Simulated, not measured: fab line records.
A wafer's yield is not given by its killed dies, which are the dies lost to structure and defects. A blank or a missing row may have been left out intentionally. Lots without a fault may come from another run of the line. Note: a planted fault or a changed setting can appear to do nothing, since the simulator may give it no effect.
Split-lot experiment || flow n5 finfet || 21 wafers read from 7 lots, route of 1938 steps

== SPLIT DETAILS ==
At N5_BEOL_M11_COAT_22 (resist thk 90 nm), the setting spin rpm was moved away from the recipe's 1500 rpm on 3 of the 21 wafers read, by -7.2% to -3.2%. For the rest of the wafers, this setting stayed at what the recipe calls for.

The split's own step is where the reading is taken.

== THE READING ==
CAR-ArF_of_BEOL_M11_COAT_22.thk nm (the simulator's own value, which no gauge read), in nm, at N5_BEOL_M11_COAT_22 (resist thk 90 nm). The file does not state a usual value for it. Across the 18 wafers here that went through the recipe, the average is 89.9 nm and the standard deviation 0.24 nm.

{"wafer": "L074.1", "tool, chamber at the split": "litho track-04, 0", "spin rpm as run, rpm": 1500, "against the recipe": "recipe", "CAR-ArF_of_BEOL_M11_COAT_22.thk nm, nm": 90.2, "against lot-mates on the recipe": "-"}
{"wafer": "L074.2", "tool, chamber at the split": "litho track-04, 0", "spin rpm as run, rpm": 1500, "against the recipe": "recipe", "CAR-ArF_of_BEOL_M11_COAT_22.thk nm, nm": 90.4, "against lot-mates on the recipe": "-"}
{"wafer": "L074.3", "tool, chamber at the split": "litho track-04, 0", "spin rpm as run, rpm": 1500, "against the recipe": "recipe", "CAR-ArF_of_BEOL_M11_COAT_22.thk nm, nm": 90.4, "against lot-mates on the recipe": "-"}
{"wafer": "L079.3", "tool, chamber at the split": "litho track-02, 0", "spin rpm as run, rpm": 1500, "against the recipe": "recipe", "CAR-ArF_of_BEOL_M11_COAT_22.thk nm, nm": 90, "against lot-mates on the recipe": "-"}
{"wafer": "L079.5", "tool, chamber at the split": "litho track-02, 0", "spin rpm as run, rpm": 1500, "against the recipe": "recipe", "CAR-ArF_of_BEOL_M11_COAT_22.thk nm, nm": 89.8, "against lot-mates on the recipe": "-"}
{"wafer": "L079.6", "tool, chamber at the split": "litho track-02, 0", "spin rpm as run, rpm": 1500, "against the recipe": "recipe", "CAR-ArF_of_BEOL_M11_COAT_22.thk nm, nm": 89.8, "against lot-mates on the recipe": "-"}
{"wafer": "L084.1", "tool, chamber at the split": "litho track-04, 0", "spin rpm as run, rpm": 1500, "against the recipe": "recipe", "CAR-ArF_of_BEOL_M11_COAT_22.thk nm, nm": 89.8, "against lot-mates on the recipe": "-"}
{"wafer": "L084.2", "tool, chamber at the split": "litho track-04, 0", "spin rpm as run, rpm": 1500, "against the recipe": "recipe", "CAR-ArF_of_BEOL_M11_COAT_22.thk nm, nm": 90, "against lot-mates on the recipe": "-"}
{"wafer": "L084.5", "tool, chamber at the split": "litho track-04, 0", "spin rpm as run, rpm": 1500, "against the recipe": "recipe", "CAR-ArF_of_BEOL_M11_COAT_22.thk nm, nm": 90, "against lot-mates on the recipe": "-"}
{"wafer": "L087.3", "tool, chamber at the split": "litho track-02, 0", "spin rpm as run, rpm": 1500, "against the recipe": "recipe", "CAR-ArF_of_BEOL_M11_COAT_22.thk nm, nm": 90, "against lot-mates on the recipe": "-"}
{"wafer": "L087.5", "tool, chamber at the split": "litho track-02, 0", "spin rpm as run, rpm": 1500, "against the recipe": "recipe", "CAR-ArF_of_BEOL_M11_COAT_22.thk nm, nm": 90, "against lot-mates on the recipe": "-"}
{"wafer": "L087.6", "tool, chamber at the split": "litho track-02, 0", "spin rpm as run, rpm": 1500, "against the recipe": "recipe", "CAR-ArF_of_BEOL_M11_COAT_22.thk nm, nm": 89.8, "against lot-mates on the recipe": "-"}
{"wafer": "L088.1", "tool, chamber at the split": "litho track-04, 0", "spin rpm as run, rpm": 1452, "against the recipe": "-3.2%", "CAR-ArF_of_BEOL_M11_COAT_22.thk nm, nm": 91.4, "against lot-mates on the recipe": "+1.4"}
{"wafer": "L088.2", "tool, chamber at the split": "litho track-04, 0", "spin rpm as run, rpm": 1452, "against the recipe": "-3.2%", "CAR-ArF_of_BEOL_M11_COAT_22.thk nm, nm": 91.4, "against lot-mates on the recipe": "+1.4"}
{"wafer": "L088.3", "tool, chamber at the split": "litho track-04, 0", "spin rpm as run, rpm": 1500, "against the recipe": "recipe", "CAR-ArF_of_BEOL_M11_COAT_22.thk nm, nm": 90, "against lot-mates on the recipe": "-"}
{"wafer": "L092.4", "tool, chamber at the split": "litho track-02, 0", "spin rpm as run, rpm": 1392, "against the recipe": "-7.2%", "CAR-ArF_of_BEOL_M11_COAT_22.thk nm, nm": 93, "against lot-mates on the recipe": "+3.5"}
{"wafer": "L092.5", "tool, chamber at the split": "litho track-02, 0", "spin rpm as run, rpm": 1500, "against the recipe": "recipe", "CAR-ArF_of_BEOL_M11_COAT_22.thk nm, nm": 89.4, "against lot-mates on the recipe": "-"}
{"wafer": "L092.6", "tool, chamber at the split": "litho track-02, 0", "spin rpm as run, rpm": 1500, "against the recipe": "recipe", "CAR-ArF_of_BEOL_M11_COAT_22.thk nm, nm": 89.6, "against lot-mates on the recipe": "-"}
{"wafer": "L095.2", "tool, chamber at the split": "litho track-02, 0", "spin rpm as run, rpm": 1500, "against the recipe": "recipe", "CAR-ArF_of_BEOL_M11_COAT_22.thk nm, nm": 89.8, "against lot-mates on the recipe": "-"}
{"wafer": "L095.3", "tool, chamber at the split": "litho track-02, 0", "spin rpm as run, rpm": 1500, "against the recipe": "recipe", "CAR-ArF_of_BEOL_M11_COAT_22.thk nm, nm": 90, "against lot-mates on the recipe": "-"}
{"wafer": "L095.6", "tool, chamber at the split": "litho track-02, 0", "spin rpm as run, rpm": 1500, "against the recipe": "recipe", "CAR-ArF_of_BEOL_M11_COAT_22.thk nm, nm": 90, "against lot-mates on the recipe": "-"}

FIT RESULTS
A straight line over all 21 wafers: CAR-ArF_of_BEOL_M11_COAT_22.thk nm changes by -0.432 nm for each +1% of spin rpm; r = -0.96; the points scatter about the line by 0.23 nm.
The same after taking each lot's own level away (the mean of its wafers on the recipe; 21 wafers): -0.474 nm for each +1%; r = -0.99; scatter 0.099 nm.
On that fit, the largest move of spin rpm shifts the reading by 3.4 nm.
Measured against the standard deviation above, the lots' own levels, which go from 89.50 to 90.33 nm, span 3.5 times it.
So the lot-to-lot level changes the slope little: the two slopes agree.
Check: with one of the wafers moved furthest among these (-7.2%) left out of the fit, the line predicts +3.15 nm for it against its lot-mates. It came out at +3.5 nm against them.

== THESE WAFERS: OTHER SPLITS ==
Before the reading, these wafers also passed through other splits. Each is held against what the fit with the lots' levels taken away leaves over:
{"other split on the same wafers": "N5_BEOL_M8_COAT_64 spin rpm", "wafers away from the commonest value": 9, "r with CAR-ArF_of_BEOL_M11_COAT_22.thk nm (lot level and that fit taken away)": "+0.09"}
{"other split on the same wafers": "N5_BEOL_M9_ILD_DEP_00 time s", "wafers away from the commonest value": 7, "r with CAR-ArF_of_BEOL_M11_COAT_22.thk nm (lot level and that fit taken away)": -0.12}
{"other split on the same wafers": "N5_BEOL_M9_COAT_60 spin rpm", "wafers away from the commonest value": 9, "r with CAR-ArF_of_BEOL_M11_COAT_22.thk nm (lot level and that fit taken away)": "+0.02"}

== THE FILE'S OWN FIT ==
CAR-ArF_of_BEOL_M11_COAT_22.thk nm changes by -0.478 nm for each +1% of spin rpm, r = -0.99.
